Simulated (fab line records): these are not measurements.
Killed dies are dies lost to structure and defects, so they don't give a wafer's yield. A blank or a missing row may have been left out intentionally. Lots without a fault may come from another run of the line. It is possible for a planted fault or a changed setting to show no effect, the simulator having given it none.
Which tool was responsible? | flow nandHarc | Sampling: 24 lots, 72 wafers, 6 of 1302 route steps

== WHAT EACH GAUGE READ, for each wafer ==
The record lacks any reading of a measuring or inspecting step that a usual standard deviation could be used to judge.

== WHAT TOOL EACH LOT RAN ON (gives the tool, then ch and the chambers of the sampled wafers, and finally the start) ==
lot  | NHARC_A_STAIRCASE_TRIM_187        | NHARC_A_STAIRCASE_TRIM_222                   | NHARC_A_STAIRCASE_ETCH_227                   | NHARC_A_STAIRCASE_HM_OPEN_460                | NHARC_A_STAIRCASE_ETCH_294                   | NHARC_A_STAIRCASE_HM_DEP_462
L074 | rieDiel-08 ch 0,1,3, day 15 19:58 | rieDiel-08 ch 0,2,3, day 16 22:59 or earlier | rieDiel-08 ch 0,2,3, day 16 22:59 or earlier | rieDiel-10 ch 2,3, day 16 22:59 or earlier   | rieDiel-10 ch 0,2,3, day 16 22:59 or earlier | aclDep-02 ch 0, day 16 22:59
L075 | rieDiel-06 ch 1,2,3, day 16 19:28 | rieDiel-08 ch 0,3, day 17 20:05 or earlier   | rieDiel-08 ch 0,2,3, day 17 20:05 or earlier | rieDiel-06 ch 0,1, day 17 20:05 or earlier   | rieDiel-06 ch 1,2, day 17 20:05 or earlier   | aclDep-01 ch 0, day 17 20:05
L076 | rieDiel-08 ch 0,1, day 16 21:49   | rieDiel-10 ch 0,2,3, day 17 21:03 or earlier | rieDiel-10 ch 0,2, day 17 21:03 or earlier   | rieDiel-10 ch 0,1,3, day 17 21:03 or earlier | rieDiel-10 ch 1,2,3, day 17 21:03 or earlier | aclDep-03 ch 0, day 17 21:03
L077 | rieDiel-08 ch 0,1,3, day 16 23:43 | rieDiel-10 ch 0,1,3, day 18 00:55 or earlier | rieDiel-10 ch 2,3, day 18 00:55 or earlier   | rieDiel-06 ch 0,1,3, day 18 00:55 or earlier | rieDiel-06 ch 1,2,3, day 18 00:55 or earlier | aclDep-03 ch 0, day 18 00:55
L078 | rieDiel-06 ch 0,2,3, day 17 11:00 | rieDiel-08 ch 0,2, day 18 08:43 or earlier   | rieDiel-08 ch 1,2, day 18 08:43 or earlier   | rieDiel-08 ch 0,1, day 18 08:43 or earlier   | rieDiel-08 ch 0,2, day 18 08:43 or earlier   | aclDep-03 ch 0, day 18 08:43
L079 | rieDiel-06 ch 0,1,2, day 18 01:08 | rieDiel-08 ch 0,2,3, day 19 03:51 or earlier | rieDiel-08 ch 1,3, day 19 03:51 or earlier   | rieDiel-10 ch 0,2,3, day 19 03:51 or earlier | rieDiel-10 ch 1,2, day 19 03:51 or earlier   | aclDep-03 ch 0, day 19 03:51
L080 | rieDiel-10 ch 0,1,3, day 18 07:23 | rieDiel-08 ch 1,3, day 19 17:30 or earlier   | rieDiel-08 ch 0,3, day 19 17:30 or earlier   | rieDiel-06 ch 2,3, day 19 17:30 or earlier   | rieDiel-06 ch 0,2, day 19 17:30 or earlier   | aclDep-01 ch 0, day 19 17:30
L081 | rieDiel-06 ch 1,2,3, day 18 12:41 | rieDiel-06 ch 0,2, day 20 00:26 or earlier   | rieDiel-06 ch 0,3, day 20 00:26 or earlier   | rieDiel-06 ch 1,3, day 20 00:26 or earlier   | rieDiel-06 ch 0,2,3, day 20 00:26 or earlier | aclDep-01 ch 0, day 20 00:26
L082 | rieDiel-06 ch 1,2,3, day 19 05:46 | rieDiel-08 ch 0,2,3, day 20 07:24 or earlier | rieDiel-08 ch 1,2, day 20 07:24 or earlier   | rieDiel-08 ch 0,2, day 20 07:24 or earlier   | rieDiel-08 ch 0,2, day 20 07:24 or earlier   | aclDep-01 ch 0, day 20 07:24
L083 | rieDiel-06 ch 0,2,3, day 19 18:00 | rieDiel-08 ch 1,2,3, day 20 19:43 or earlier | rieDiel-08 ch 1,3, day 20 19:43 or earlier   | rieDiel-08 ch 0,3, day 20 19:43 or earlier   | rieDiel-08 ch 2,3, day 20 19:43 or earlier   | aclDep-02 ch 0, day 20 19:43
L084 | rieDiel-08 ch 0,3, day 20 06:33   | rieDiel-10 ch 0,2,3, day 21 04:48 or earlier | rieDiel-10 ch 0,3, day 21 04:48 or earlier   | rieDiel-10 ch 0,2,3, day 21 04:48 or earlier | rieDiel-10 ch 0,2,3, day 21 04:48 or earlier | aclDep-02 ch 0, day 21 04:48
L085 | rieDiel-06 ch 0,1,2, day 20 17:40 | rieDiel-06 ch 0,3, day 21 19:59 or earlier   | rieDiel-06 ch 0,1, day 21 19:59 or earlier   | rieDiel-08 ch 1,2, day 21 19:59 or earlier   | rieDiel-08 ch 1,2, day 21 19:59 or earlier   | aclDep-02 ch 0, day 21 19:59
L087 | rieDiel-10 ch 0,2,3, day 20 18:01 | rieDiel-10 ch 0,2,3, day 21 22:49 or earlier | rieDiel-10 ch 0,2,3, day 21 22:49 or earlier | rieDiel-06 ch 1,2,3, day 21 22:49 or earlier | rieDiel-06 ch 0,1,3, day 21 22:49 or earlier | aclDep-01 ch 0, day 21 22:49
L086 | rieDiel-08 ch 0,2,3, day 20 18:12 | rieDiel-10 ch 0,2,3, day 22 00:40 or earlier | rieDiel-10 ch 0,2,3, day 22 00:40 or earlier | rieDiel-06 ch 0,1,2, day 22 00:40 or earlier | rieDiel-06 ch 0,1,3, day 22 00:40 or earlier | aclDep-01 ch 0, day 22 00:40
L088 | rieDiel-06 ch 0,3, day 22 06:43   | rieDiel-06 ch 1,2,3, day 23 14:04 or earlier | rieDiel-06 ch 0,2,3, day 23 14:04 or earlier | rieDiel-10 ch 0,2,3, day 23 14:04 or earlier | rieDiel-10 ch 0,1,2, day 23 14:04 or earlier | aclDep-01 ch 0, day 23 14:04
L089 | rieDiel-06 ch 0,1,2, day 22 08:04 | rieDiel-06 ch 0,1,3, day 23 12:34 or earlier | rieDiel-06 ch 1,2,3, day 23 12:34 or earlier | rieDiel-06 ch 1,3, day 23 12:34 or earlier   | rieDiel-06 ch 0,1, day 23 12:34 or earlier   | aclDep-03 ch 0, day 23 12:34
L091 | rieDiel-06 ch 0,1,3, day 22 14:47 | rieDiel-08 ch 0,1,3, day 23 14:23 or earlier | rieDiel-08 ch 0,2,3, day 23 14:23 or earlier | rieDiel-06 ch 1,2,3, day 23 14:23 or earlier | rieDiel-06 ch 0,1,3, day 23 14:23 or earlier | aclDep-03 ch 0, day 23 14:23
L090 | rieDiel-06 ch 0,3, day 22 15:07   | rieDiel-08 ch 0,1, day 23 14:58 or earlier   | rieDiel-08 ch 2,3, day 23 14:58 or earlier   | rieDiel-10 ch 0,1,3, day 23 14:58 or earlier | rieDiel-10 ch 0,1,2, day 23 14:58 or earlier | aclDep-02 ch 0, day 23 14:58
L092 | rieDiel-08 ch 0,1,3, day 23 12:08 | rieDiel-06 ch 1,2, day 24 14:01 or earlier   | rieDiel-06 ch 1,3, day 24 14:01 or earlier   | rieDiel-10 ch 0,2,3, day 24 14:01 or earlier | rieDiel-10 ch 1,3, day 24 14:01 or earlier   | aclDep-03 ch 0, day 24 14:01
L093 | rieDiel-06 ch 0,1,3, day 23 12:40 | rieDiel-06 ch 2,3, day 24 15:33 or earlier   | rieDiel-06 ch 0,3, day 24 15:33 or earlier   | rieDiel-06 ch 0,2, day 24 15:33 or earlier   | rieDiel-06 ch 0,1,2, day 24 15:33 or earlier | aclDep-03 ch 0, day 24 15:33
L094 | rieDiel-10 ch 0,1,3, day 23 20:20 | rieDiel-06 ch 0,1,3, day 24 23:43 or earlier | rieDiel-06 ch 0,1,3, day 24 23:43 or earlier | rieDiel-08 ch 2,3, day 24 23:43              | rieDiel-08 ch 0,2,3, day 25 03:52 or earlier | aclDep-03 ch 0, day 25 03:52
L095 | rieDiel-06 ch 0,1,2, day 24 07:35 | rieDiel-08 ch 0,1, day 25 09:51 or earlier   | rieDiel-08 ch 1,2, day 25 09:51 or earlier   | rieDiel-06 ch 0,1,3, day 25 09:51 or earlier | rieDiel-06 ch 0,1,3, day 25 09:51 or earlier | aclDep-02 ch 0, day 25 09:51
L096 | rieDiel-06 ch 2,3, day 24 19:23   | rieDiel-06 ch 0,1,3, day 25 20:35 or earlier | rieDiel-06 ch 0,1,3, day 25 20:35 or earlier | rieDiel-06 ch 1,2, day 25 20:35 or earlier   | rieDiel-06 ch 0,1, day 25 20:35 or earlier   | aclDep-01 ch 0, day 25 20:35
L097 | rieDiel-06 ch 0,2,3, day 25 01:29 | rieDiel-06 ch 0,2,3, day 25 22:56 or earlier | rieDiel-06 ch 1,2, day 25 22:56 or earlier   | rieDiel-10 ch 0,2,3, day 25 22:56 or earlier | rieDiel-06 ch 0,1,3, day 25 22:56 or earlier | aclDep-01 ch 0, day 25 22:56
- NHARC_A_STAIRCASE_TRIM_187: chemistry O2, time 211.2 s.
- NHARC_A_STAIRCASE_TRIM_222: chemistry O2, time 211.2 s.
- NHARC_A_STAIRCASE_ETCH_227: etches the open film in C4F8/O2, target depth 100 nm, time 40.5 s.
- NHARC_A_STAIRCASE_HM_OPEN_460: chemistry O2/COS.
- NHARC_A_STAIRCASE_ETCH_294: etches the open film in C4F8/O2/Ar, target depth 4989 nm, time 1211.6 s.
- NHARC_A_STAIRCASE_HM_DEP_462: deposits aC, target thk 800 nm.

== AS READ BY THE TOOLS THEMSELVES (means over the sampled wafers that have a number; for cases with no such wafer, the mark the record gives instead) ==
NHARC_A_STAIRCASE_TRIM_187. Usual: drypumpMotorCurrentA 5.9 A, standard deviation 0.44; oesProductAu 1.004 a.u., standard deviation 0.015; rfVppV 57.7 V, standard deviation 0.9; showerheadPlenumPTorr 3.55 Torr, standard deviation 0.17; throttleValvePct 17.035 %, standard deviation 0.0097.
lot  | tool       | drypumpMotorCurrentA (A) | oesProductAu (a.u.) | rfVppV (V) | showerheadPlenumPTorr (Torr) | throttleValvePct (%) | flag
L074 | rieDiel-08 | 5.6                      | 1.023               | 57.9       | 3.49                         | 17.032               | 
L075 | rieDiel-06 | 6.1                      | 1.005               | 57.6       | 3.53                         | 17.041               | 
L076 | rieDiel-08 | 5.7                      | 1.012               | 57.9       | 3.64                         | 17.033               | 
L077 | rieDiel-08 | 5.5                      | 1.009               | 58.6       | 3.66                         | 17.034               | 
L078 | rieDiel-06 | 6.2                      | 1.007               | 57.4       | 3.55                         | 17.039               | 
L079 | rieDiel-06 | 6.0                      | 1.010               | 58.0       | 3.53                         | 17.027               | 
L080 | rieDiel-10 | 5.4                      | 1.005               | 58.0       | 3.69                         | 17.033               | 
L081 | rieDiel-06 | 6.0                      | 0.997               | 57.0       | 3.53                         | 17.037               | 
L082 | rieDiel-06 | 6.1                      | 1.005               | 57.6       | 3.52                         | 17.042               | 
L083 | rieDiel-06 | 6.2                      | 1.008               | 58.0       | 3.55                         | 17.033               | 
L084 | rieDiel-08 | 5.4                      | 0.996               | 58.5       | 3.66                         | 17.036               | 
L085 | rieDiel-06 | 6.1                      | 1.002               | 57.5       | 3.52                         | 17.030               | 
L087 | rieDiel-10 | 5.3                      | 0.989               | 57.9       | 3.70                         | 17.040               | 
L086 | rieDiel-08 | 5.8                      | 1.001               | 57.3       | 3.64                         | 17.040               | 
L088 | rieDiel-06 | 6.2                      | 0.984               | 57.3       | 3.41                         | 17.031               | 
L089 | rieDiel-06 | 6.0                      | 1.002               | 58.1       | 3.51                         | 17.036               | 
L091 | rieDiel-06 | 6.0                      | 1.005               | 57.4       | 3.39                         | 17.035               | 
L090 | rieDiel-06 | 6.1                      | 0.992               | 56.6       | 3.42                         | 17.028               | 
L092 | rieDiel-08 | 5.5                      | 1.007               | 58.5       | 3.63                         | 17.043               | 
L093 | rieDiel-06 | 6.0                      | 0.994               | 57.7       | 3.39                         | 17.040               | 
L094 | rieDiel-10 | 5.4                      | 0.995               | 58.4       | 3.68                         | 17.035               | 
L095 | rieDiel-06 | 6.0                      | 1.004               | 57.9       | 3.50                         | 17.025               | 
L096 | rieDiel-06 | 6.3                      | 0.998               | 58.1       | 3.64                         | 17.041               | 
L097 | rieDiel-06 | 6.2                      | 0.996               | 57.7       | 3.52                         | 17.034               | 

NHARC_A_STAIRCASE_TRIM_222. Usual: drypumpMotorCurrentA 5.8 A, standard deviation 0.49; oesProductAu 1.003 a.u., standard deviation 0.016; rfVppV 57.9 V, standard deviation 0.99; showerheadPlenumPTorr 3.58 Torr, standard deviation 0.15; throttleValvePct 17.036 %, standard deviation 0.009.
lot  | tool       | drypumpMotorCurrentA (A) | oesProductAu (a.u.) | rfVppV (V) | showerheadPlenumPTorr (Torr) | throttleValvePct (%) | flag
L074 | rieDiel-08 | 5.8                      | 1.015               | 58.6       | 3.49                         | 17.036               | 
L075 | rieDiel-08 | 5.4                      | 1.007               | 57.8       | 3.68                         | 17.028               | 
L076 | rieDiel-10 | 5.3                      | 1.009               | 58.3       | 3.71                         | 17.032               | 
L077 | rieDiel-10 | 5.4                      | 1.009               | 58.1       | 3.70                         | 17.041               | 
L078 | rieDiel-08 | 6.2                      | 1.021               | 57.9       | 3.63                         | 17.040               | 
L079 | rieDiel-08 | 5.8                      | 1.005               | 58.3       | 3.65                         | 17.033               | 
L080 | rieDiel-08 | 5.4                      | 1.011               | 58.0       | 3.57                         | 17.027               | 
L081 | rieDiel-06 | 6.3                      | 1.011               | 57.9       | 3.67                         | 17.041               | 
L082 | rieDiel-08 | 5.8                      | 1.006               | 58.4       | 3.65                         | 17.038               | 
L083 | rieDiel-08 | 5.6                      | 1.002               | 58.2       | 3.56                         | 17.035               | 
L084 | rieDiel-10 | 5.3                      | 0.995               | 58.3       | 3.70                         | 17.039               | 
L085 | rieDiel-06 | 6.2                      | 1.002               | 56.4       | 3.42                         | 17.034               | 
L087 | rieDiel-10 | 5.3                      | 0.993               | 57.9       | 3.70                         | 17.036               | 
L086 | rieDiel-10 | 5.3                      | 0.993               | 58.2       | 3.70                         | 17.039               | 
L088 | rieDiel-06 | 6.0                      | 0.998               | 58.4       | 3.51                         | 17.032               | 
L089 | rieDiel-06 | 6.0                      | 0.992               | 57.5       | 3.39                         | 17.033               | 
L091 | rieDiel-08 | 5.6                      | 1.000               | 58.9       | 3.63                         | 17.036               | 
L090 | rieDiel-08 | 5.9                      | 1.015               | 57.9       | 3.70                         | 17.035               | 
L092 | rieDiel-06 | 6.1                      | 1.004               | 59.0       | 3.62                         | 17.023               | 
L093 | rieDiel-06 | 6.3                      | 0.987               | 58.7       | 3.64                         | 17.027               | 
L094 | rieDiel-06 | 6.0                      | 1.007               | 57.4       | 3.38                         | 17.041               | 
L095 | rieDiel-08 | 5.7                      | 0.996               | 57.2       | 3.61                         | 17.044               | 
L096 | rieDiel-06 | 6.0                      | 1.004               | 56.4       | 3.38                         | 17.036               | 
L097 | rieDiel-06 | 6.3                      | 0.985               | 57.2       | 3.52                         | 17.034               | 

NHARC_A_STAIRCASE_ETCH_227. Usual: oesProductAu 0.944 a.u., standard deviation 0.017; rfVppV 897 V, standard deviation 5.5.
lot  | tool       | oesProductAu (a.u.) | rfVppV (V) | flag
L074 | rieDiel-08 | 0.963               | 894        | 
L075 | rieDiel-08 | 0.953               | 900        | 
L076 | rieDiel-10 | 0.952               | 906        | 
L077 | rieDiel-10 | 0.955               | 899        | 
L078 | rieDiel-08 | 0.963               | 896        | 
L079 | rieDiel-08 | 0.944               | 898        | 
L080 | rieDiel-08 | 0.943               | 901        | 
L081 | rieDiel-06 | 0.963               | 892        | 
L082 | rieDiel-08 | 0.961               | 896        | 
L083 | rieDiel-08 | 0.927               | 897        | 
L084 | rieDiel-10 | 0.934               | 899        | 
L085 | rieDiel-06 | 0.958               | 892        | 
L087 | rieDiel-10 | 0.939               | 902        | 
L086 | rieDiel-10 | 0.933               | 902        | 
L088 | rieDiel-06 | 0.924               | 896        | 
L089 | rieDiel-06 | 0.938               | 894        | 
L091 | rieDiel-08 | 0.931               | 900        | 
L090 | rieDiel-08 | 0.932               | 898        | 
L092 | rieDiel-06 | 0.941               | 890        | 
L093 | rieDiel-06 | 0.927               | 892        | 
L094 | rieDiel-06 | 0.937               | 891        | 
L095 | rieDiel-08 | 0.941               | 896        | 
L096 | rieDiel-06 | 0.948               | 890        | 
L097 | rieDiel-06 | 0.946               | 899        | 

NHARC_A_STAIRCASE_HM_OPEN_460. Usual: drypumpMotorCurrentA 5.8 A, standard deviation 0.48; oesProductAu 1.002 a.u., standard deviation 0.016; rfVppV 468 V, standard deviation 3.1; showerheadPlenumPTorr 3.17 Torr, standard deviation 0.14; throttleValvePct 28.330 %, standard deviation 0.009.
lot  | tool       | drypumpMotorCurrentA (A) | oesProductAu (a.u.) | rfVppV (V) | showerheadPlenumPTorr (Torr) | throttleValvePct (%) | flag
L074 | rieDiel-10 | 5.3                      | 1.018               | 471        | 3.29                         | 28.337               | 
L075 | rieDiel-06 | 5.7                      | 1.006               | 464        | 3.00                         | 28.335               | 
L076 | rieDiel-10 | 5.4                      | 1.002               | 470        | 3.27                         | 28.332               | 
L077 | rieDiel-06 | 5.9                      | 1.013               | 466        | 3.02                         | 28.322               | 
L078 | rieDiel-08 | 5.9                      | 0.999               | 471        | 3.30                         | 28.321               | 
L079 | rieDiel-10 | 5.3                      | 0.991               | 471        | 3.28                         | 28.328               | 
L080 | rieDiel-06 | 6.2                      | 0.999               | 468        | 3.14                         | 28.327               | 
L081 | rieDiel-06 | 5.8                      | 0.990               | 465        | 2.99                         | 28.324               | 
L082 | rieDiel-08 | 6.3                      | 1.021               | 469        | 3.21                         | 28.327               | 
L083 | rieDiel-08 | 5.4                      | 0.997               | 470        | 3.24                         | 28.334               | 
L084 | rieDiel-10 | 5.3                      | 1.003               | 471        | 3.27                         | 28.323               | 
L085 | rieDiel-08 | 6.0                      | 1.008               | 467        | 3.12                         | 28.334               | 
L087 | rieDiel-06 | 6.1                      | 0.998               | 466        | 3.11                         | 28.330               | 
L086 | rieDiel-06 | 6.0                      | 1.009               | 467        | 3.11                         | 28.338               | 
L088 | rieDiel-10 | 5.3                      | 1.000               | 470        | 3.27                         | 28.328               | 
L089 | rieDiel-06 | 6.0                      | 0.991               | 464        | 2.99                         | 28.330               | 
L091 | rieDiel-06 | 6.0                      | 0.989               | 467        | 3.10                         | 28.333               | 
L090 | rieDiel-10 | 5.4                      | 0.997               | 470        | 3.26                         | 28.332               | 
L092 | rieDiel-10 | 5.3                      | 0.991               | 469        | 3.26                         | 28.324               | 
L093 | rieDiel-06 | 6.2                      | 1.004               | 468        | 3.12                         | 28.329               | 
L094 | rieDiel-08 | 5.9                      | 1.016               | 468        | 3.13                         | 28.332               | 
L095 | rieDiel-06 | 6.0                      | 0.999               | 464        | 2.99                         | 28.333               | 
L096 | rieDiel-06 | 5.8                      | 1.014               | 466        | 3.07                         | 28.334               | 
L097 | rieDiel-10 | 5.3                      | 0.993               | 469        | 3.25                         | 28.334               | 

NHARC_A_STAIRCASE_ETCH_294. Usual: oesProductAu 0.934 a.u., standard deviation 0.015; rfVppV 1830 V, standard deviation 12.
lot  | tool       | oesProductAu (a.u.) | rfVppV (V) | flag
L074 | rieDiel-10 | 0.943               | 1840       | 
L075 | rieDiel-06 | 0.927               | 1824       | 
L076 | rieDiel-10 | 0.939               | 1839       | 
L077 | rieDiel-06 | 0.927               | 1826       | 
L078 | rieDiel-08 | 0.941               | 1841       | 
L079 | rieDiel-10 | 0.935               | 1844       | 
L080 | rieDiel-06 | 0.940               | 1828       | 
L081 | rieDiel-06 | 0.937               | 1827       | 
L082 | rieDiel-08 | 0.946               | 1833       | 
L083 | rieDiel-08 | 0.928               | 1830       | 
L084 | rieDiel-10 | 0.927               | 1839       | 
L085 | rieDiel-08 | 0.944               | 1828       | 
L087 | rieDiel-06 | 0.943               | 1817       | 
L086 | rieDiel-06 | 0.932               | 1817       | 
L088 | rieDiel-10 | 0.921               | 1844       | 
L089 | rieDiel-06 | 0.938               | 1814       | 
L091 | rieDiel-06 | 0.935               | 1817       | 
L090 | rieDiel-10 | 0.945               | 1844       | 
L092 | rieDiel-10 | 0.913               | 1832       | 
L093 | rieDiel-06 | 0.943               | 1824       | 
L094 | rieDiel-08 | 0.956               | 1834       | 
L095 | rieDiel-06 | 0.934               | 1815       | 
L096 | rieDiel-06 | 0.952               | 1814       | 
L097 | rieDiel-06 | 0.923               | 1816       | 

NHARC_A_STAIRCASE_HM_DEP_462. Usual: throttleValvePct reads 34.999 % (standard deviation 0.0097).
lot  | tool      | throttleValvePct (%) | flag
L074 | aclDep-02 | 34.998               | 
L075 | aclDep-01 | 35.004               | 
L076 | aclDep-03 | 35.000               | 
L077 | aclDep-03 | 34.998               | 
L078 | aclDep-03 | 34.993               | 
L079 | aclDep-03 | 35.001               | 
L080 | aclDep-01 | 34.995               | 
L081 | aclDep-01 | 35.001               | 
L082 | aclDep-01 | 35.005               | 
L083 | aclDep-02 | 35.007               | 
L084 | aclDep-02 | 35.007               | 
L085 | aclDep-02 | 34.998               | 
L087 | aclDep-01 | 35.010               | 
L086 | aclDep-01 | 35.003               | 
L088 | aclDep-01 | 34.997               | 
L089 | aclDep-03 | 35.005               | 
L091 | aclDep-03 | 34.992               | 
L090 | aclDep-02 | 34.998               | 
L092 | aclDep-03 | 35.001               | 
L093 | aclDep-03 | 35.010               | 
L094 | aclDep-03 | 35.003               | 
L095 | aclDep-02 | 34.997               | 
L096 | aclDep-01 | 34.998               | 
L097 | aclDep-01 | 34.995               | 

== THE ANSWER, worked out from the rows above alone ==
Rule: take the mean of a lot's wafers that have a number; if it is more than 3 standard deviations from the usual mean, the lot is off. Also off: a lot with no number at a reading for which 4 or more lots have one. Any other lot the step has rows for is counted as sound. First the gauges in route order, then the tools' own readings, where a lot's mean is used as printed above. At the first step where some lot is off, the reading lying furthest off is the one used; lots without a number count as furthest.
No lot is off on any of the readings shown, so nothing can be concluded from this.

== WHAT THE SIMULATOR HAD PUT IN ==
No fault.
